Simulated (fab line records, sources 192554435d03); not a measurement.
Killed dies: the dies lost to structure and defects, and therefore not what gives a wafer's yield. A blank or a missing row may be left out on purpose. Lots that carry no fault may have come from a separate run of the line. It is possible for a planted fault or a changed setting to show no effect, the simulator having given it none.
Split-lot study | flow n5-finfet | on a route of 1938 steps: 7 lots, 21 wafers read

== ON THE SPLIT ==
At N5_SDB_COAT_03 (time 60 s, resist thk 100 nm), the setting spin-rpm was moved away from the recipe's 1500 rpm on 5 of the 21 wafers read, by -3.5% to +6.7%. All remaining wafers had this setting at the recipe value.

== FROM THE SPLIT TO THE READING: what the file shows between them, 7 steps ==
- N5_SDB_COAT_04: time 60 s, resist thk 18 nm
- N5_SDB_COAT_05: resist thk 90 nm
- N5_SDB_DESCUM_16: chemistry O2, time 7.9 s
- N5_SDB_ETCH_17: etches SiARC in CF4, target depth 23.4 nm, time 39 s
- N5_SDB_ETCH_18: etches SOC in N2/H2, target depth 100 nm, overetch 20 nm, time 150 s
- N5_SDB_STRIP_19: strips in N2/H2
- N5_SDB_STRIP_21: strips in CF4

== THE READING ==
SOC_of_SDB_COAT_03.thk-nm (the simulator's own value, which no gauge read), in nm, at N5_SDB_HM_OPEN_20 (chemistry CH3F/O2, target SiNx, stops on poly-Si, target depth 24 nm). The file does not state a usual value for it. Here, 16 wafers ran the recipe; their average is 84.3 nm with a standard deviation of 0.34 nm.

wafer  | tool, chamber at the split | spin-rpm as run, rpm | against the recipe | SOC_of_SDB_COAT_03.thk-nm, nm | against lot-mates on the recipe
L079.1 | litho-track-04, 0          | 1583                 | +5.5%              | 81.4                          | -2.8
L079.4 | litho-track-04, 0          | 1500                 | recipe             | 84.4                          | -
L079.6 | litho-track-04, 0          | 1500                 | recipe             | 84                            | -
L084.2 | litho-track-02, 0          | 1500                 | recipe             | 83.8                          | -
L084.3 | litho-track-02, 0          | 1500                 | recipe             | 84.4                          | -
L084.4 | litho-track-02, 0          | 1500                 | recipe             | 84.4                          | -
L086.1 | litho-track-04, 0          | 1600                 | +6.7%              | 80.8                          | no lot-mate on the recipe
L086.3 | litho-track-04, 0          | 1600                 | +6.7%              | 81.4                          | no lot-mate on the recipe
L086.4 | litho-track-04, 0          | 1600                 | +6.7%              | 81.4                          | no lot-mate on the recipe
L088.2 | litho-track-02, 0          | 1500                 | recipe             | 84.8                          | -
L088.4 | litho-track-02, 0          | 1500                 | recipe             | 84.4                          | -
L088.6 | litho-track-02, 0          | 1500                 | recipe             | 84.6                          | -
L095.1 | litho-track-03, 0          | 1500                 | recipe             | 84.6                          | -
L095.3 | litho-track-03, 0          | 1500                 | recipe             | 83.6                          | -
L095.6 | litho-track-03, 0          | 1500                 | recipe             | 84.2                          | -
L096.3 | litho-track-02, 0          | 1500                 | recipe             | 84.6                          | -
L096.6 | litho-track-02, 0          | 1500                 | recipe             | 84.6                          | -
L096.5 | litho-track-02, 0          | 1447                 | -3.5%              | 86                            | +1.4
L097.2 | litho-track-02, 0          | 1500                 | recipe             | 84.4                          | -
L097.5 | litho-track-02, 0          | 1500                 | recipe             | 83.8                          | -
L097.6 | litho-track-02, 0          | 1500                 | recipe             | 84                            | -

THE FIT
A straight line over all 21 wafers: SOC_of_SDB_COAT_03.thk-nm changes by -0.475 nm for each +1% of spin-rpm; r = -0.97; the points scatter about the line by 0.34 nm.
The same after taking each lot's own level away (the mean of its wafers on the recipe; 18 wafers): -0.473 nm for each +1%; r = -0.94; scatter 0.27 nm.
That fit puts the effect of the largest move of spin-rpm on the reading at 3.2 nm.
Measured against the standard deviation above, the lots' own levels, which go from 84.07 to 84.60 nm, span 1.6 times it.
The two slopes are in agreement: the lot-to-lot level therefore moves the slope only a little.
Check: for one of the wafers moved furthest among these (+5.5%), held out of the fit, the line's prediction against its lot-mates is -2.19 nm. Against them it came out at -2.8 nm.

== OTHER SPLITS APPLIED TO THESE WAFERS ==
Before the reading, these wafers also passed through other splits. Each is held against what the fit with the lots' levels taken away leaves over:
other split on the same wafers | wafers away from the commonest value | r with SOC_of_SDB_COAT_03.thk-nm (lot level and that fit taken away)
N5_SD_EPI_N_DESCUM_14 time-s   | 6                                    | +0.11

== THE WHOLE CHAIN: every reading that the file lists as answering this split, in the file's order ==
step              | what it does                                                         | reading                                                                    | change (the file's fit)               | r (the file's)
N5_SDB_COAT_03    | time 60 s, resist thk 100 nm                                         | SOC_of_SDB_COAT_03.thk-nm (the simulator's own value, which no gauge read) | -0.499 nm for each +1% of the setting | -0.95
N5_SDB_ETCH_18    | etches SOC in N2/H2, target depth 100 nm, overetch 20 nm, time 150 s | etch.depth-nm (the simulator's own value, which no gauge read)             | -0.495 nm for each +1% of the setting | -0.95
N5_SDB_HM_OPEN_20 | chemistry CH3F/O2, target SiNx, stops on poly-Si, target depth 24 nm | SOC_of_SDB_COAT_03.thk-nm (the simulator's own value, which no gauge read) | -0.474 nm for each +1% of the setting | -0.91
N5_SDB_STRIP_22   | strips in N2/H2                                                      | strip-time-to-endpoint-s                                                   | withheld for each +1% of the setting  | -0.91

== THE FILE'S OWN FIT ==
SOC_of_SDB_COAT_03.thk-nm changes by -0.474 nm for each +1% of spin-rpm, r = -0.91.
